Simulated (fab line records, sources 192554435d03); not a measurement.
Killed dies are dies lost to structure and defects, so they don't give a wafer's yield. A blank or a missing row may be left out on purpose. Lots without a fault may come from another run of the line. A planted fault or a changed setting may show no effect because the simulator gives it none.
Split-lot experiment | flow n5_finfet | 7 lots, 21 wafers read, on a route of 1938 steps

THE SPLIT
At N5_BEOL_M12_SPUTTER_43 (material TaN, target thk 15 nm, time 24.19 s), the setting power_w was moved away from the recipe's 15000 W on 6 of the 21 wafers read, by -9.3% to +14.8%. The other wafers ran this setting at the recipe's value.

The reading is taken at the split's own step.

THE READING
TaN_of_BEOL_M12_SPUTTER_43.thk_nm (the simulator's own value, which no gauge read), in nm, at N5_BEOL_M12_SPUTTER_43 (material TaN, target thk 15 nm, time 24.19 s). The file gives no usual value for it. The 15 wafers here that ran the recipe average 15.0 nm, standard deviation 0.14 nm.

wafer  | tool, chamber at the split | power_w as run, W | against the recipe | TaN_of_BEOL_M12_SPUTTER_43.thk_nm, nm | against lot-mates on the recipe
L075.1 | pvd_sputter-03, -          | 15000             | recipe             | 14.8                                  | -
L075.4 | pvd_sputter-03, -          | 15000             | recipe             | 15                                    | -
L075.6 | pvd_sputter-03, -          | 15000             | recipe             | 15                                    | -
L077.1 | pvd_sputter-02, -          | 15000             | recipe             | 15                                    | -
L077.4 | pvd_sputter-02, -          | 15000             | recipe             | 15                                    | -
L077.5 | pvd_sputter-02, -          | 15000             | recipe             | 15.2                                  | -
L084.2 | pvd_sputter-02, -          | 15000             | recipe             | 15                                    | -
L084.4 | pvd_sputter-02, -          | 15000             | recipe             | 15.2                                  | -
L084.6 | pvd_sputter-02, -          | 17220             | +14.8%             | 17.2                                  | +2.1
L090.1 | pvd_sputter-01, -          | 14060             | -6.3%              | 14                                    | -1.2
L090.4 | pvd_sputter-01, -          | 14060             | -6.3%              | 14                                    | -1.2
L090.5 | pvd_sputter-01, -          | 15000             | recipe             | 15.2                                  | -
L092.2 | pvd_sputter-01, -          | 15000             | recipe             | 14.8                                  | -
L092.3 | pvd_sputter-01, -          | 15000             | recipe             | 15.2                                  | -
L092.5 | pvd_sputter-01, -          | 15000             | recipe             | 15                                    | -
L097.3 | pvd_sputter-01, -          | 13610             | -9.3%              | 13.8                                  | -1.0
L097.4 | pvd_sputter-01, -          | 13610             | -9.3%              | 13.4                                  | -1.4
L097.6 | pvd_sputter-01, -          | 15000             | recipe             | 14.8                                  | -
L095.2 | pvd_sputter-02, -          | 15000             | recipe             | 15                                    | -
L095.3 | pvd_sputter-02, -          | 15000             | recipe             | 15.2                                  | -
L095.6 | pvd_sputter-02, -          | 16280             | +8.5%              | 16.4                                  | +1.3

THE FIT
A straight line over all 21 wafers: TaN_of_BEOL_M12_SPUTTER_43.thk_nm changes by +0.153 nm for each +1% of power_w; r = +0.98; the points scatter about the line by 0.15 nm.
The same after taking each lot's own level away (the mean of its wafers on the recipe; 21 wafers): +0.146 nm for each +1%; r = +0.98; scatter 0.16 nm.
On that fit, the largest move of power_w shifts the reading by 2.2 nm.
The lots' own levels span 14.80 to 15.20 nm, that is 2.8 times the standard deviation above.
So the lot-to-lot level changes the slope little: the two slopes agree.
Check: with one of the wafers moved furthest among these (+14.8%) left out of the fit, the line predicts +2.2 nm for it against its lot-mates. It came out at +2.1 nm against them.

OTHER SPLITS ON THESE WAFERS
These wafers also went through other splits before the reading. Each is held against what the fit with the lots' levels taken away leaves over:
other split on the same wafers    | wafers away from the commonest value | r with TaN_of_BEOL_M12_SPUTTER_43.thk_nm (lot level and that fit taken away)
N5_BEOL_M10_COAT_63 spin_rpm      | 4                                    | +0.13
N5_BEOL_M11_ILD_DEP_00 time_s     | 7                                    | -0.23
N5_BEOL_M12_TRENCH_ETCH_34 time_s | 11                                   | -0.07

THE FILE'S OWN FIT
TaN_of_BEOL_M12_SPUTTER_43.thk_nm changes by +0.146 nm for each +1% of power_w, r = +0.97.
